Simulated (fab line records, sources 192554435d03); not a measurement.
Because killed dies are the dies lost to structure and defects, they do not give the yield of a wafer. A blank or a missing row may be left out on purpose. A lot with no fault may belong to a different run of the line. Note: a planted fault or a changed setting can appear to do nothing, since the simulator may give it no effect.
Split-lot experiment	flow n5Finfet	39 wafers read from 7 lots, route of 1938 steps

== SPLIT DETAILS ==
At N5_BEOL_M11_ALD_74 (deposits TaN, target thk 2 nm, pulse time 2 s, purge time 3 s), the setting aldCycles was moved away from the recipe's 40 on 9 of the 39 wafers read, by -42.5% to +37.5%. This setting was run at the recipe's value on the other wafers.

The reading comes from the split's own step.

== THE READING ==
TaN_of_BEOL_M11_ALD_74.thkNm (the simulator's own value, which no gauge read), in nm, at N5_BEOL_M11_ALD_74 (deposits TaN, target thk 2 nm, pulse time 2 s, purge time 3 s). There is no usual value for it anywhere in the file.

wafer	tool, chamber at the split	aldCycles as run	against the recipe	TaN_of_BEOL_M11_ALD_74.thkNm, nm	against lot-mates on the recipe
L075.1	aldMetal-01, 0,3,2	40	recipe	2	-
L075.2	aldMetal-01, 0,3,2	40	recipe	2	-
L075.3	aldMetal-01, 0,3,2	40	recipe	2	-
L075.4	aldMetal-01, 1,0,1	25	-37.5%	1.2	-0.8
L075.5	aldMetal-01, 1,0,1	25	-37.5%	1.2	-0.8
L075.6	aldMetal-01, 1,0,1	25	-37.5%	1.2	-0.8
L074.1	aldMetal-02, 3,0,1,2,3,0	40	recipe	2	-
L074.2	aldMetal-02, 3,0,1,2,3,0	40	recipe	2	-
L074.3	aldMetal-02, 3,0,1,2,3,0	40	recipe	2	-
L074.4	aldMetal-02, 3,0,1,2,3,0	40	recipe	2	-
L074.5	aldMetal-02, 3,0,1,2,3,0	40	recipe	2	-
L074.6	aldMetal-02, 3,0,1,2,3,0	40	recipe	2	-
L077.1	aldMetal-02, 2,0,0	40	recipe	2	-
L077.3	aldMetal-02, 2,0,0	40	recipe	2	-
L077.5	aldMetal-02, 2,0,0	40	recipe	2	-
L077.2	aldMetal-02, 1,3,3	55	+37.5%	2.8	+0.8
L077.4	aldMetal-02, 1,3,3	55	+37.5%	2.8	+0.8
L077.6	aldMetal-02, 1,3,3	55	+37.5%	2.8	+0.8
L080.2	aldMetal-04, 2,3,2	40	recipe	2	-
L080.4	aldMetal-04, 2,3,2	40	recipe	2	-
L080.5	aldMetal-04, 2,3,2	40	recipe	2	-
L082.1	aldMetal-04, 2,0,0	23	-42.5%	1.2	-0.8
L082.3	aldMetal-04, 2,0,0	23	-42.5%	1.2	-0.8
L082.6	aldMetal-04, 2,0,0	23	-42.5%	1.2	-0.8
L082.2	aldMetal-04, 3,1,3	40	recipe	2	-
L082.4	aldMetal-04, 3,1,3	40	recipe	2	-
L082.5	aldMetal-04, 3,1,3	40	recipe	2	-
L086.1	aldMetal-02, 1,3,0,2,3,0	40	recipe	2	-
L086.2	aldMetal-02, 1,3,0,2,3,0	40	recipe	2	-
L086.3	aldMetal-02, 1,3,0,2,3,0	40	recipe	2	-
L086.4	aldMetal-02, 1,3,0,2,3,0	40	recipe	2	-
L086.5	aldMetal-02, 1,3,0,2,3,0	40	recipe	2	-
L086.6	aldMetal-02, 1,3,0,2,3,0	40	recipe	2	-
L093.1	aldMetal-04, 0,3,1,2,2,1	40	recipe	2	-
L093.2	aldMetal-04, 0,3,1,2,2,1	40	recipe	2	-
L093.3	aldMetal-04, 0,3,1,2,2,1	40	recipe	2	-
L093.4	aldMetal-04, 0,3,1,2,2,1	40	recipe	2	-
L093.5	aldMetal-04, 0,3,1,2,2,1	40	recipe	2	-
L093.6	aldMetal-04, 0,3,1,2,2,1	40	recipe	2	-
Rows listing several chambers each stand for several wafers; the file does not say which wafer went through which chamber.

THE FIT
A straight line over all 39 wafers: TaN_of_BEOL_M11_ALD_74.thkNm changes by +0.0204 nm for each +1% of aldCycles; r = +1.00; the points scatter about the line by 0.023 nm.
The same after taking each lot's own level away (the mean of its wafers on the recipe; 39 wafers): +0.0204 nm for each +1%; r = +1.00; scatter 0.023 nm.
On that fit, the largest move of aldCycles shifts the reading by 0.87 nm.
The lots' own levels span 2.00 to 2.00 nm.
So the lot-to-lot level changes the slope little: the two slopes agree.
Check: for one of the wafers moved furthest among these (-42.5%), held out of the fit, the line's prediction against its lot-mates is -0.872 nm. Against them it came out at -0.8 nm.

== THESE WAFERS: OTHER SPLITS ==
Before the reading, these wafers also passed through other splits. Each is held against what the fit with the lots' levels taken away leaves over:
other split on the same wafers	wafers away from the commonest value	r with TaN_of_BEOL_M11_ALD_74.thkNm (lot level and that fit taken away)
N5_BEOL_M6_TRENCH_ETCH_37 timeS	15	-0.29
N5_BEOL_M8_DEP_56 targetThkA	15	+0.01

== THE FILE'S OWN FIT ==
TaN_of_BEOL_M11_ALD_74.thkNm changes by +0.0204 nm for each +1% of aldCycles, r = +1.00.
